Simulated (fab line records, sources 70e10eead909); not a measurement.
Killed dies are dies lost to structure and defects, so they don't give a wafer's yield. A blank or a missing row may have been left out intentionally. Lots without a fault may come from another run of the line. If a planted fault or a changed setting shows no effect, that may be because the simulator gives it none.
fab line records	flow nandHarc	part 2 of 2: steps 5 to 6 of 6
record lots=20	wafers=60	lastDay=33
route steps=1302 shown A_STAIRCASE@768
lots untouched by any fault: they come from a run of this same line in which no faults occurred
startH: hours from the record's opening day to when the first of the lot's shown wafers began	waitH: how many hours have passed since the lot's step before this one	" the same as in the row above	L1.1+2: one row covering several wafers at once	- no value, or no start was given	* or withheld: withheld	< > ~ a bound
route shown NAME@n: NAME is a module with steps in the file, n the number in the route of the first one	usual: mean/standard deviation taken from wafers without a fault	same: alike in all rows	chamber/n: place in a boat	sites: per-site readings	_std_site: how widely they spread, as a standard deviation	_edge_site: mean of outer sites minus mean of inner sites	radiusMm: how far each site lies from the wafer's centre	mask NAME#n: copy n	behind: the last tool/chamber to shape the wafer	hold: the reason the lot was held/the length of the hold in hours/how it ended	device: whichever transistor did not switch (one of n, p or np)	end of line: tests run on the same wafers once the route is complete	step lacking rows: just its recipe	killed: dies that structure and defects cost at the first sort, which is not the same as the wafer's yield	map: per-die view of a wafer (x killed, . not killed, _ where there is no die)
set.NAME: setting as actually run; set.NAME@STEP: the setting as run at that earlier step	model.NAME: the simulator's own value behind a step, which no gauge read
the route's steps for a sample of lots (tables are steps, rows are wafers)
services: when a tool's chamber went out of use (startH, in hours from the record's first day, below 0 if earlier), for how many hours, and the reason
## steps
# step NHARC_A_STAIRCASE_ETCH_313
# recipe cf4FlowSccm=100	chf3FlowSccm=30	arFlowSccm=0	rfW=500	biasW=200	chemistry=CF4/CHF3
# usual cf4FlowSccm=100.00/0.27	chf3FlowSccm=30.00/0.1	drypumpMotorCurrentA=5.8/0.35	oesProductAu=0.934/0.017	rfVppV=371.0/2.4	showerheadPlenumPTorr=1.58/0.067	throttleValvePct=16.802/0.009
lot.wafer	tool	chamber	startH	waitH	cf4FlowSccm	chf3FlowSccm	drypumpMotorCurrentA	oesProductAu	rfHoursCounterH	rfVppV	showerheadPlenumPTorr	throttleValvePct
L074.4	rieDiel-04	0	376.77	0.1	99.84	30.16	5.8	0.919	3	372.9	1.67	16.779
L074.3	"	1	"	"	100.06	29.96	5.5	0.934	3	372.3	1.66	16.800
L074.5	"	1	"	"	100.30	29.81	5.5	0.928	-	373.1	1.66	16.799
L076.2	rieDiel-01	1	397.59	0.1	100.22	30.11	6.2	0.982	1	366.7	1.47	16.787
L076.5	"	2	"	"	99.77	29.94	5.7	0.977	-	371.1	1.58	16.799
L076.6	"	3	"	"	100.14	30.01	6.3	0.969	-	370.8	1.57	16.792
L075.1	rieDiel-01	2	399.75	0.1	99.95	30.01	5.7	0.960	2	372.4	1.58	16.796
L075.2	"	3	"	"	99.61	29.86	6.3	0.961	2	371.9	1.57	16.823
L075.5	"	3	"	"	99.74	29.92	6.3	0.973	-	369.4	1.57	16.805
L078.3	rieDiel-01	1	422.78	0.1	100.12	30.12	6.2	0.928	12	367.0	1.47	16.797
L078.6	"	1	"	"	99.80	29.96	6.2	0.924	-	367.8	1.47	16.798
L078.5	"	2	"	"	99.54	30.12	5.7	0.927	-	370.3	1.57	16.808
L080.4	rieDiel-04	2	448.07	0.2	99.73	30.06	5.7	0.916	26	371.6	1.59	16.786
L080.3	"	0	"	"	99.44	29.93	5.8	0.930	23	373.7	1.66	16.806
L080.6	"	3	"	"	99.49	30.12	5.6	0.938	-	372.8	1.60	16.799
L081.1	rieDiel-01	2	466.11	0.1	99.37	29.93	5.7	0.927	22	371.1	1.57	16.813
L081.4	"	3	"	"	100.15	29.82	6.3	0.935	21	370.8	1.57	16.789
L081.5	"	3	"	"	100.15	29.92	6.3	0.934	-	370.9	1.57	16.787
L082.1	rieDiel-01	2	466.63	0.2	99.37	29.94	5.7	0.929	23	371.8	1.57	16.804
L082.3	"	3	"	"	100.16	30.10	6.3	0.934	21	370.6	1.57	16.799
L082.2	"	0	"	"	100.31	30.09	5.7	0.931	21	370.1	1.52	16.809
L086.4	rieDiel-07	1	496.79	0.1	100.35	30.00	5.9	0.938	5	373.7	1.67	16.788
L086.1	"	2	"	"	100.16	29.88	5.2	0.927	5	368.8	1.51	16.789
L086.6	"	0	"	"	100.77	30.03	5.2	0.932	-	372.8	1.61	16.796
L084.1	rieDiel-04	0	501.97	0.1	100.45	29.96	5.8	0.924	42	373.9	1.66	16.801
L084.2	"	1	"	"	100.29	30.12	5.4	0.937	43	372.2	1.65	16.807
L084.5	"	3	"	"	100.51	30.03	5.6	0.932	-	371.8	1.59	16.800
L087.3	rieDiel-07	1	509.19	0.1	99.92	30.02	5.8	0.937	8	373.4	1.67	16.807
L087.4	"	2	"	"	99.98	29.99	5.1	0.923	8	369.0	1.51	16.802
L087.6	"	2	"	"	99.67	29.78	5.1	0.928	-	368.6	1.51	16.797
L088.4	rieDiel-07	2	524.23	0.1	99.41	29.95	5.1	0.921	12	368.5	1.51	16.793
L088.6	"	2	"	"	100.03	30.08	5.2	0.911	-	369.1	1.51	16.808
L088.5	"	3	"	"	99.65	30.05	5.4	0.916	-	372.4	1.67	16.780
L089.4	rieDiel-01	0	538.34	0.1	100.15	29.92	5.7	0.939	46	369.0	1.52	16.809
L089.2	"	1	"	"	100.19	30.12	6.2	0.926	44	367.2	1.46	16.808
L089.1	"	3	"	"	100.06	30.13	6.3	0.931	50	370.7	1.56	16.806
L090.4	rieDiel-01	0	543.49	0.1	100.10	30.11	5.7	0.941	49	368.4	1.51	16.802
L090.3	"	1	"	"	100.37	29.84	6.2	0.928	48	364.9	1.46	16.800
L090.5	"	2	"	"	100.17	30.07	5.7	0.933	-	369.3	1.57	16.805
L092.3	rieDiel-01	0	575.22	0.1	99.85	30.07	5.7	0.936	5	369.3	1.51	16.806
L092.2	"	1	"	"	100.20	30.12	6.2	0.917	5	375.0	1.70	16.811
L092.1	"	2	"	"	99.70	29.99	5.7	0.931	5	369.1	1.56	16.807
L091.1	rieDiel-01	2	579.45	0.1	100.31	30.04	5.7	0.944	6	370.5	1.56	16.818
L091.4	"	0	"	"	100.20	30.10	5.7	0.961	6	367.7	1.51	16.813
L091.5	"	1	"	"	100.03	29.82	6.3	0.931	-	374.7	1.70	16.789
L093.1	rieDiel-01	0	586.87	0.1	99.95	30.15	5.7	0.950	10	368.4	1.51	16.800
L093.5	"	3	"	"	100.05	29.98	6.3	0.934	-	370.1	1.56	16.796
L093.4	"	1	"	"	99.89	30.14	6.2	0.911	-	375.9	1.70	16.816
L094.3	rieDiel-01	3	588.58	0.1	99.91	29.95	6.3	0.970	4	370.2	1.56	16.815
L094.5	"	3	"	"	99.75	30.07	6.3	0.976	-	370.3	1.56	16.800
L094.6	"	0	"	"	100.17	30.07	5.7	0.983	-	367.8	1.51	16.811
L095.4	rieDiel-07	1	604.95	0.1	100.35	30.00	5.9	0.938	37	374.2	1.66	16.816
L095.2	"	2	"	"	99.97	29.85	5.1	0.924	41	369.3	1.50	16.809
L095.6	"	2	"	"	99.51	29.94	5.2	0.922	-	367.8	1.50	16.806
L096.1	rieDiel-07	3	613.00	0.1	99.68	29.97	5.4	0.910	43	373.5	1.66	16.792
L096.2	"	2	"	"	99.78	30.07	5.1	0.922	43	366.2	1.50	16.811
L096.5	"	0	"	"	100.03	29.93	5.2	0.924	-	371.8	1.61	16.804
L097.1	rieDiel-01	0	614.91	0.1	100.08	29.87	5.7	0.935	18	368.8	1.51	16.792
L097.2	"	2	"	"	99.98	29.95	5.7	0.931	13	369.8	1.56	16.797
L097.6	"	0	"	"	99.87	30.02	5.7	0.934	-	368.5	1.51	16.802
# step NHARC_A_STAIRCASE_ALD_420
# recipe targetThkA=200	pulseTimeS=6	aldCycles=200	tempC=300	material=SiO2
# usual heaterPowerW=462/39	precursorPulseHeightRel=1.000/0.019
lot.wafer	tool	chamber	startH	waitH	heaterPowerW	precursorPulseHeightRel
L074.3	aldHk-03	2	383.55	-	458	0.985
L074.4	"	3	"	"	490	1.008
L074.5	"	3	"	"	481	0.982
L076.2	aldHk-04	3	404.70	-	428	0.994
L076.5	"	1	"	"	424	1.021
L076.6	"	2	"	"	400	0.980
L075.1	aldHk-04	1	406.92	-	430	0.986
L075.2	"	0	"	"	547	1.013
L075.5	"	1	"	"	423	1.006
L078.3	aldHk-03	3	434.38	-	512	1.015
L078.6	"	1	"	"	447	1.013
L078.5	"	2	"	"	419	0.999
L080.3	aldHk-02	0	457.53	-	512	1.011
L080.4	"	2	"	"	478	0.989
L080.6	"	1	"	"	482	0.999
L081.4	aldHk-04	2	473.18	-	430	0.995
L081.1	"	1	"	"	432	0.990
L081.5	"	2	"	"	410	0.982
L082.1	aldHk-02	3	473.33	-	458	1.010
L082.3	"	0	"	"	487	1.012
L082.2	"	1	"	"	494	0.983
L086.4	aldHk-02	2	503.58	-	484	1.006
L086.1	"	0	"	"	482	0.997
L086.6	"	2	"	"	493	1.009
L084.2	aldHk-02	2	508.88	-	495	0.991
L084.1	"	0	"	"	498	1.020
L084.5	"	2	"	"	493	0.967
L087.4	aldHk-04	3	521.59	-	424	0.987
L087.3	"	0	"	"	542	1.008
L087.6	"	1	"	"	429	0.967
L088.4	aldHk-04	0	532.32	-	551	1.001
L088.6	"	1	"	"	429	0.982
L088.5	"	2	"	"	422	0.992
L089.2	aldHk-02	3	546.50	-	479	1.046
L089.4	"	0	"	"	482	0.960
L089.1	"	1	"	"	481	1.036
L090.3	aldHk-04	0	550.37	-	551	1.001
L090.4	"	1	"	"	444	1.031
L090.5	"	1	"	"	430	0.990
L092.1	aldHk-02	0	583.20	-	503	0.947
L092.3	"	1	"	"	501	1.015
L092.2	"	2	"	"	482	0.970
L091.4	aldHk-03	0	587.82	-	464	0.998
L091.1	"	1	"	"	433	0.988
L091.5	"	0	"	"	461	1.000
L093.4	aldHk-04	2	593.81	-	432	1.021
L093.1	"	3	"	"	432	1.005
L093.5	"	2	"	"	425	0.964
L094.3	aldHk-04	1	598.28	-	432	1.009
L094.6	"	2	"	"	409	1.040
L094.5	"	3	"	"	435	1.051
L095.4	aldHk-03	1	611.71	-	419	0.991
L095.2	"	3	"	"	476	1.007
L095.6	"	2	"	"	444	0.997
L096.1	aldHk-02	2	619.91	-	487	0.984
L096.2	"	3	"	"	466	1.045
L096.5	"	2	"	"	491	1.006
L097.2	aldHk-04	0	622.45	-	532	0.989
L097.1	"	1	"	"	412	1.000
L097.6	"	2	"	"	413	1.017
## services
tool	chamber	startH	hours	kind
plasmaAsher-01	-	342.23	9.0	pm
rieDiel-01	3	345.57	6.2	repair
aldHk-02	-	348.00	10.0	pm
rieDiel-04	-	354.90	9.0	pm
rieDiel-07	1	359.86	2.9	repair
rieDiel-01	1	366.50	3.8	repair
plasmaAsher-02	-	369.57	1.0	repair
rieDiel-01	3	378.09	9.6	repair
rieDiel-01	-	380.80	9.0	pm
plasmaAsher-01	-	388.33	3.6	repair
rieDiel-07	0	393.62	9.9	repair
rieDiel-07	0	403.85	8.8	repair
plasmaAsher-02	-	426.58	9.0	pm
aldHk-04	-	432.00	10.0	pm
plasmaAsher-01	-	460.33	2.0	repair
plasmaAsher-01	-	519.23	9.0	pm
rieDiel-04	-	532.93	9.0	pm
rieDiel-07	1	554.62	4.5	repair
rieDiel-07	0	555.62	7.3	repair
rieDiel-01	2	581.64	14.5	repair
rieDiel-04	3	582.21	24.3	repair
rieDiel-04	-	597.26	0.4	repair
plasmaAsher-02	-	603.58	9.0	pm
aldHk-04	-	610.00	10.0	pm
